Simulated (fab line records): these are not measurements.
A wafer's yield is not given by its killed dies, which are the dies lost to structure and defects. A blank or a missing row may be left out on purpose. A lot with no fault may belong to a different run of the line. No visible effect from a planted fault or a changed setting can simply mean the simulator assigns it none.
Struck lot and sound lot, side by side    flow n5Finfet    26 out of 1938 route steps
Sound: these wafers, L856.1, L856.5, L856.6. Wafers struck: L861.3, L861.6. Last of all comes the cause.
At each step with rows: each side's tool, then ch and its chambers, then its first start. Under that, the readings that differ: sound wafers    struck wafers    difference of the means    sigmas: that difference in standard deviations of wafers without a fault.
alike: a reading whose means differ by less than 2 such deviations, as well as words and numbers matching on both sides. not compared: withheld readings; readings where some wafer has no value; bounds like >300 that might hide an equal value; numbers whose values overlap and for which the record gives no deviation.
Wherever a step has rows on one side only, a row that says differs or no value, or a row with sigmas, the two part there. Numbers that have no deviation but don't overlap get no sigmas and don't part them. Lack of a reading on every wafer of one side parts them only where that side has two or more wafers.

first, 4 steps without rows for these wafers: N5_WELL_APT_OXIDE_STRIP_42 (strips SiO2 in dHF, time 45 s, target depth 12 nm); N5_WELL_APT_PRECLEAN_36 (cleans in O3/DIW, time 45 s); N5_WELL_APT_PRECLEAN_39 (cleans in dHF, time 60 s); N5_WELL_APT_SRD_37 (time 30 s).
N5_WELL_APT_EPI_41: deposits Si from SiH4/H2, target thk 50 nm, time 297.7 s.
  sound on epiRpcvd-04 ch 0, day 4 10:35; struck on epiRpcvd-04 ch 0, day 5 16:51
  alike: throttleValvePct
N5_WELL_APT_INSPECT_38: inspects for defects (darkfield).
  struck on defectInspect-01, day 5 17:17; sound on defectInspect-02, day 4 11:25
  alike: rawDefectCount
N5_PMOS_HMC_CHANNEL_EPI_HM_DEP_34: deposits SiO2 from TEOS/O2, target thk 36 nm, time 6.9 s.
  sound on pecvd-01 ch 1,2, day 4 11:27; struck on pecvd-03 ch 0, day 5 17:19
reading               sound           struck     difference  sigmas
throttleValvePct (%)  18.8 16.9 18.6  19.4 19.4  +1.3        +2
  alike: heaterPowerW, showerheadPlenumPTorr, showerheadVppV
then, 5 steps without rows for these wafers: N5_PMOS_HMC_CHANNEL_EPI_COAT_31 (time 60 s, resist thk 66 nm); N5_PMOS_HMC_CHANNEL_EPI_COAT_03 (resist thk 205 nm); N5_PMOS_HMC_CHANNEL_EPI_EBR_05; N5_PMOS_HMC_CHANNEL_EPI_SOFTBAKE_04 (time 60 s); N5_PMOS_HMC_CHANNEL_EPI_EXPOSE_06 (exposes mask PMOS HMC BLK, target cd 240 nm).
N5_PMOS_HMC_CHANNEL_EPI_PEB_07: peb time 60 s.
  sound on lithoTrack-05 ch 0, day 4 11:41; struck on lithoTrack-05 ch 0, day 5 17:40
reading                sound              struck       difference  sigmas
heaterPowerTotalW (W)  174.0 177.4 175.6  182.0 182.9  +6.8        +4
then, 1 step without rows for these wafers: N5_PMOS_HMC_CHANNEL_EPI_DEVELOP_08 (develop time 30 s).
N5_PMOS_HMC_CHANNEL_EPI_CD_MEAS_09: target cd 237.4 nm.
  sound on cdSem-01 ch 0, day 4 11:44; struck on cdSem-03 ch 0, day 5 17:44
reading    sound              struck       difference  sigmas
cdNm (nm)  239.3 237.2 237.7  235.6 236.2  -2.2        -2
N5_PMOS_HMC_CHANNEL_EPI_OVL_MEAS_10:
  sound on overlay-02 ch 0, day 4 11:46; struck on overlay-02 ch 0, day 5 17:45
  alike: PMOS_HMC_BLK_OVL
N5_PMOS_HMC_CHANNEL_EPI_INSPECT_11: inspects for defects (macro).
  struck on defectInspect-01, day 5 17:47; sound on defectInspect-01, day 4 11:48
  alike: rawDefectCount
N5_PMOS_HMC_CHANNEL_EPI_DESCUM_14: chemistry O2, time 7.9 s.
  sound on rieDiel-05 ch 2,3, day 4 11:50; struck on rieDiel-03 ch 1,2, day 5 17:49
reading                               sound              struck       difference  sigmas
model.PMOS_HMC_CHANNEL_EPI.cdNm (nm)  239.3 237.4 237.5  235.7 236.3  -2.1        
  alike: drypumpMotorCurrentA, oesProductAu, rfVppV, showerheadPlenumPTorr, throttleValvePct
  not compared: rfHoursCounterH
then, 1 step without rows for these wafers: N5_PMOS_HMC_CHANNEL_EPI_ETCH_32 (etches BARC in N2/H2, stops on SiO2, target depth 85.8 nm, time 50.3 s).
N5_PMOS_HMC_CHANNEL_EPI_HM_OPEN_15: chemistry CHF3/O2, target SiO2, target depth 40.6 nm, time 20.3 s.
  sound on rieDiel-05 ch 2,3, day 4 11:55; struck on rieDiel-03 ch 1,2, day 5 17:53
  alike: CHF3_flow_sccm, drypumpMotorCurrentA, oes_f_703_au, oes_o_777_au, oesProductAu, rfVppV, showerheadPlenumPTorr, throttleValvePct
  not compared: rfHoursCounterH
N5_PMOS_HMC_CHANNEL_EPI_STRIP_33: strips in N2/H2.
  sound on rieDiel-05 ch 2,3, day 4 11:58; struck on rieDiel-03 ch 1,2, day 5 17:56
  alike: drypumpMotorCurrentA, oesProductAu, rfVppV, showerheadPlenumPTorr, throttleValvePct
  not compared: rfHoursCounterH
then, 1 step without rows for these wafers: N5_PMOS_HMC_CHANNEL_EPI_STRIP_17 (strips in SPM, time 750 s).
N5_PMOS_HMC_CHANNEL_EPI_ETCH_38: etches SiO2 in CF4, target depth 1.5 nm.
  sound on rieSi-06 ch 0,1,3, day 4 12:16; struck on rieSi-06 ch 1,2, day 5 18:15
reading                    sound        struck   difference  sigmas
heBacksideLeakSccm (sccm)  2.9 4.6 2.8  2.4 2.6  -0.9        -3
  alike: drypumpMotorCurrentA, oesProductAu, throttleValvePct
  not compared: rfHoursCounterH
N5_PMOS_HMC_CHANNEL_EPI_FIN_RECESS_16: chemistry HBr/Cl2, target Si, target depth 54 nm, time 18 s.
  sound on rieSi-06 ch 0,1,3, day 4 12:17; struck on rieSi-06 ch 1,2, day 5 18:16
reading                               sound              struck     difference  sigmas
model.PMOS_HMC_CHANNEL_EPI.cdNm (nm)  241.9 239.8 239.9  239.2 239  -1.4        
  alike: drypumpMotorCurrentA, heBacksideLeakSccm, oesProductAu, throttleValvePct
  not compared: rfHoursCounterH
then, 2 steps without rows for these wafers: N5_PMOS_HMC_CHANNEL_EPI_PRECLEAN_36 (cleans in O3/DIW, time 45 s); N5_PASSIVATION_PROBE_49.

== WHERE THEY PART ==
Earliest at N5_PMOS_HMC_CHANNEL_EPI_HM_DEP_34; latest, in this record, at N5_PMOS_HMC_CHANNEL_EPI_ETCH_38. Later steps at which nothing parts them and some readings are alike: N5_PMOS_HMC_CHANNEL_EPI_FIN_RECESS_16.

WHY: what the simulator had put in
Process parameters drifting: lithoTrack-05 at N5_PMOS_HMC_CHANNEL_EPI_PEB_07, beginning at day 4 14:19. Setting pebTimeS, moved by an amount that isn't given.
